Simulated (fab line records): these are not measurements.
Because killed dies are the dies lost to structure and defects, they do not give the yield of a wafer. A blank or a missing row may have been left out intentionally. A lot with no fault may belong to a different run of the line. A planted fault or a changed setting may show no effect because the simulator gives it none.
A lot that was struck, set against a sound lot    flow nand harc    14 steps out of a route of 1302
Sound: the wafers L410.1, L410.4, L410.5. Struck: wafer L416.4. (L416.2 of the same lot was not struck and is left out.) The cause comes at the end.
Order at every step that has rows: each side's tool, ch and its chambers, its first start. Under that, the readings that differ: sound wafers    struck wafers    difference of the means    sigmas: that difference in standard deviations of wafers without a fault.
alike: readings whose means differ by less than 2 such deviations, and words and numbers that are the same on both sides. not compared: withheld readings, readings that some wafer has no value for, bounds like >300 that may hide the same value, and numbers for which the record gives no deviation and whose values overlap.
Wherever a step has rows on one side only, a row that says differs or no value, or a row with sigmas, the two part there. Non-overlapping numbers with no deviation appear without sigmas and do not part them. A reading missing from all wafers of one side parts the sides only when that side holds two or more wafers.

NHARC_A_ZERO_WELL_INSPECT_17:
  struck on defect inspect-01, day 9 10:46; sound on defect inspect-02, day 6 19:02
  alike: raw defect count
then, 3 steps without rows for these wafers: NHARC_A_SOURCE_PLATE_PRECLEAN_00 (cleans in HF-LAST, time 60 s); NHARC_A_SOURCE_PLATE_SRD_01; NHARC_A_SOURCE_PLATE_OXIDE_02 (material SiO2, target thk 10 nm, ox time 1362 s).
NHARC_A_SOURCE_PLATE_THK_MEAS_09: measures by ellipsometry.
  struck on film metro-01, day 9 18:06; sound on film metro-02, day 7 02:22
  alike: thk nm
then, 3 steps without rows for these wafers: NHARC_A_SOURCE_PLATE_PVD_04 (deposits WSi2, target thk 50 nm); NHARC_A_SOURCE_PLATE_CVD_03 (deposits poly-Si, target thk 200 nm, time 4000 s); NHARC_A_SOURCE_PLATE_ANNEAL_05 (time 1800 s).
NHARC_A_SOURCE_PLATE_THK_MEAS_06: measures by ellipsometry.
  struck on film metro-02, day 10 10:41; sound on film metro-02, day 7 15:26
  alike: thk nm
NHARC_A_SOURCE_PLATE_INSPECT_08:
  struck on defect inspect-02, day 10 10:46; sound on defect inspect-01, day 7 15:32
  alike: raw defect count
NHARC_A_ONON_D1_DEP_00: target thk 1000 nm.
  sound on pecvd onon-02 ch 0, day 7 15:36; struck on pecvd onon-01 ch 0, day 10 10:53
NHARC_A_ONON_D1_THK_MEAS_02: measures by ellipsometry.
  struck on film metro-01, day 10 11:20; sound on film metro-01, day 7 16:07
reading      sound         struck  difference  sigmas
thk nm (nm)  999 999 1000  677     -322        -39
then, 1 step without rows for these wafers: NHARC_A_ONON_D1_DEP_03 (target thk 1000 nm).
-- jump in the record: it breaks off in module A_ONON_D1 and resumes in module END (first step shown: number 1302 of the route), and 17 days separate the struck wafers' starts before and after --
NHARC_END_SORT_01:
  here the record holds rows for the struck wafers (prober-01 ch 0, day 27 12:43) but none for the sound ones

== WHERE THEY PART ==
At NHARC_A_ONON_D1_THK_MEAS_02 first; at NHARC_END_SORT_01 last (within this record only).

WHY: what the simulator had put in
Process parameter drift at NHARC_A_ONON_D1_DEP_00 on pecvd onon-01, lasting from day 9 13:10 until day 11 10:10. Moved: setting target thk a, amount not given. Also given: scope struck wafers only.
